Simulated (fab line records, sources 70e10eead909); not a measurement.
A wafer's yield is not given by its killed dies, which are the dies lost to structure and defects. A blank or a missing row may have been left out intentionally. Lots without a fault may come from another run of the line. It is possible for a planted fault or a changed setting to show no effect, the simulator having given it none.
Tool commonality check | flow nand harc | 12 lots and 36 wafers in the sample

== THE REASON FOR OPENING IT ==
Flagged at NHARC_P_ZERO_WELL_CD_MEAS_24: reading cd nm, on 1 of 12 lots. Fault-free wafers read 720.5 nm, with a standard deviation of 2.1.
Rule: a lot is flagged when every wafer of it that has a number lies more than 4 standard deviations from that mean, or none has a number. The rest of the lots are taken to be sound.

lot  | measured     | on        | cd nm (nm), wafer by wafer | flag
L199 | day 1 23:01  | cd sem-02 | 719.9 720.3 718.3          |
L202 | day 3 04:29  | cd sem-03 | 708.1 708.8 706.9          | FLAGGED
L203 | day 3 14:34  | cd sem-03 | 720.3 720.4 720.9          |
L205 | day 4 10:31  | cd sem-01 | 721.0 720.2 721.6          |
L211 | day 6 22:40  | cd sem-01 | 718.9 721.5 724.6          |
L212 | day 7 08:23  | cd sem-01 | 724.0 718.3 719.5          |
L213 | day 7 18:32  | cd sem-01 | 719.6 722.2 719.8          |
L214 | day 8 05:58  | cd sem-01 | 717.8 723.3 719.3          |
L215 | day 8 14:30  | cd sem-01 | 716.9 718.9 718.9          |
L216 | day 9 00:28  | cd sem-02 | 720.7 719.4 719.0          |
L217 | day 9 10:37  | cd sem-01 | 719.5 721.7 724.6          |
L219 | day 10 06:28 | cd sem-01 | 721.9 719.0 719.4          |
Average over the flagged lots: 707.9 nm; offset from the usual -12.6 nm, equal to -6 standard deviations.

== WHICH TOOL RAN EACH LOT ==
The record keeps 1 process step preceding the reading, out of 1302 steps on the route. Read each cell as the tool, then ch plus the chambers that the sampled wafers visited, then the start.
lot  | flag    | NHARC_P_ZERO_WELL_EXPOSE_21
L199 |         | krf scanner-02 ch 0, day 1 22:52
L202 | FLAGGED | krf scanner-04 ch 0, day 3 04:20
L203 |         | krf scanner-04 ch 0, day 3 14:25
L205 |         | krf scanner-01 ch 0, day 4 10:22
L211 |         | krf scanner-04 ch 0, day 6 22:31
L212 |         | krf scanner-04 ch 0, day 7 08:13
L213 |         | krf scanner-04 ch 0, day 7 18:22
L214 |         | krf scanner-01 ch 0, day 8 05:49
L215 |         | krf scanner-01 ch 0, day 8 14:21
L216 |         | krf scanner-01 ch 0, day 9 00:19
L217 |         | krf scanner-04 ch 0, day 9 10:27
L219 |         | krf scanner-01 ch 0, day 10 06:18
What the steps here do:
- NHARC_P_ZERO_WELL_EXPOSE_21: exposes mask P NWELL, target cd 720 nm.
- NHARC_P_ZERO_WELL_CD_MEAS_24: target cd 720 nm.

== FLAGGED AGAINST TOTAL, ONE TOOL AT A TIME (gauges that did the reading follow at the end) ==
step                         | tool           | lots run | flagged | share of the flagged lots | sound lots run after its first flagged lot
NHARC_P_ZERO_WELL_EXPOSE_21  | krf scanner-01 | 5        | 0       | none                      | -
NHARC_P_ZERO_WELL_EXPOSE_21  | krf scanner-02 | 1        | 0       | none                      | -
NHARC_P_ZERO_WELL_EXPOSE_21  | krf scanner-04 | 6        | 1       | all                       | 5 (L203,L211,L212,L213,L217)
NHARC_P_ZERO_WELL_CD_MEAS_24 | cd sem-01      | 8        | 0       | none                      | -
NHARC_P_ZERO_WELL_CD_MEAS_24 | cd sem-02      | 2        | 0       | none                      | -
NHARC_P_ZERO_WELL_CD_MEAS_24 | cd sem-03      | 2        | 1       | all                       | 1 (L203)

== THE TABLE: WHAT IT ALLOWS ==
Every flagged lot went through 2 rows of the table: krf scanner-04 at NHARC_P_ZERO_WELL_EXPOSE_21 and cd sem-03 at NHARC_P_ZERO_WELL_CD_MEAS_24.
- krf scanner-04 at NHARC_P_ZERO_WELL_EXPOSE_21: 1 of its 6 lots flagged. After the first flagged lot (L203, L211, L212, L213, L217), sound lots still ran on it; a lasting fault on the whole tool would not permit that.
- cd sem-03 at NHARC_P_ZERO_WELL_CD_MEAS_24: 1 of its 2 lots flagged. After the first flagged lot (L203), sound lots still ran on it; a lasting fault on the whole tool would not permit that.
None of the table's rows ran every flagged lot and, after the first, no sound lot.

== WHAT THE SIMULATOR PUT IN ==
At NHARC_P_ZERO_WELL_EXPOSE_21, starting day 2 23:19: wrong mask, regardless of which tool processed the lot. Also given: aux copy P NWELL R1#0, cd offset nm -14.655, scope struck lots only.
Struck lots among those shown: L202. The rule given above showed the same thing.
